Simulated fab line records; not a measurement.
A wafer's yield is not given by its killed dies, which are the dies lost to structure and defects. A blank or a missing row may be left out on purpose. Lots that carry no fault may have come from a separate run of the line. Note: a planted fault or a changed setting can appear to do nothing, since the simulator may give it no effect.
Struck lot and sound lot, side by side | flow nand-harc | 11 steps out of a route of 1302
Sound: wafers L592.1, L592.2, L592.3. Wafers struck: L603.1, L603.3, L603.5. The cause is given at the end.
Per side, at each step with rows, come the tool, then ch with its chambers, and then its first start. Under that, the readings that differ: sound wafers | struck wafers | difference of the means | sigmas: that difference in standard deviations of wafers without a fault.
alike: readings with means less than 2 such deviations apart, plus words and numbers identical on both sides. not compared: withheld readings, readings lacking a value on some wafer, bounds such as >300 that could conceal the same value, and numbers that have no deviation in the record and whose values overlap.
The two part at a step that has a row with sigmas, a row that says differs or no value, or rows on one side only. Numbers that don't overlap but have no deviation are shown without sigmas and don't part them. A reading missing from all wafers of one side parts the sides only when that side holds two or more wafers.

first, 3 steps without rows for these wafers: NHARC_A_STAIRCASE_WET_418 (chemistry H3PO4, target depth 20 nm); NHARC_A_STAIRCASE_PRECLEAN_419 (cleans in SC1); NHARC_A_STAIRCASE_SRD_421.
NHARC_A_STAIRCASE_ALD_420: deposits SiO2, target thk 20 nm, pulse time 6 s, ald cycles 200.
  sound on ald-hk-04 ch 1,2,3, day 17 22:43; struck on ald-hk-02 ch 0,3, day 22 16:16
  alike: heater-power-w, precursor-pulse-height-rel
  not compared: since-wet-clean-h
then, 1 step without rows for these wafers: NHARC_A_STAIRCASE_CVD_552 (deposits SiNx, target thk 40 nm).
NHARC_A_STAIRCASE_DEP_151: deposits SiO2, target thk 7200 nm.
  sound on pecvd-01 ch 0,1,2, day 18 06:51; struck on pecvd-01 ch 1,2, day 23 00:25
  alike: heater-power-w
  not compared: since-wet-clean-h
then, 1 step without rows for these wafers: NHARC_A_STAIRCASE_ANNEAL_320 (time 1800 s).
NHARC_A_STAIRCASE_DEP_322: deposits SiO2, target thk 7200 nm.
  sound on pecvd-01 ch 0,1,2, day 18 12:12; struck on pecvd-03 ch 0,1,2, day 23 09:34
  alike: heater-power-w
  not compared: since-wet-clean-h
then, 1 step without rows for these wafers: NHARC_A_STAIRCASE_ANNEAL_323 (time 1800 s).
NHARC_A_STAIRCASE_DEP_325: deposits SiO2, target thk 7200 nm.
  sound on pecvd-03 ch 0,1,2, day 18 20:03; struck on pecvd-03 ch 0,1,2, day 23 18:47
  alike: heater-power-w
  not compared: since-wet-clean-h
NHARC_A_STAIRCASE_ANNEAL_326: time 1800 s.
  struck on furnace-06, day 24 02:57; sound on furnace-07 ch 0, day 19 02:22
  no value came back on the struck wafers for run-length-s (s), spike-tc-bottom-C (C), spike-tc-top-C (C), zone-power-lower-pct (%); on the sound wafers run-length-s (s) reads 1824 1824 1824

WHERE THEY PART
Only at NHARC_A_STAIRCASE_ANNEAL_326, within this record.

WHY: whatever the simulator had introduced
Step skipped in full: furnace-06, at NHARC_A_STAIRCASE_ANNEAL_326, from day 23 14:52 onward. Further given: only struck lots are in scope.
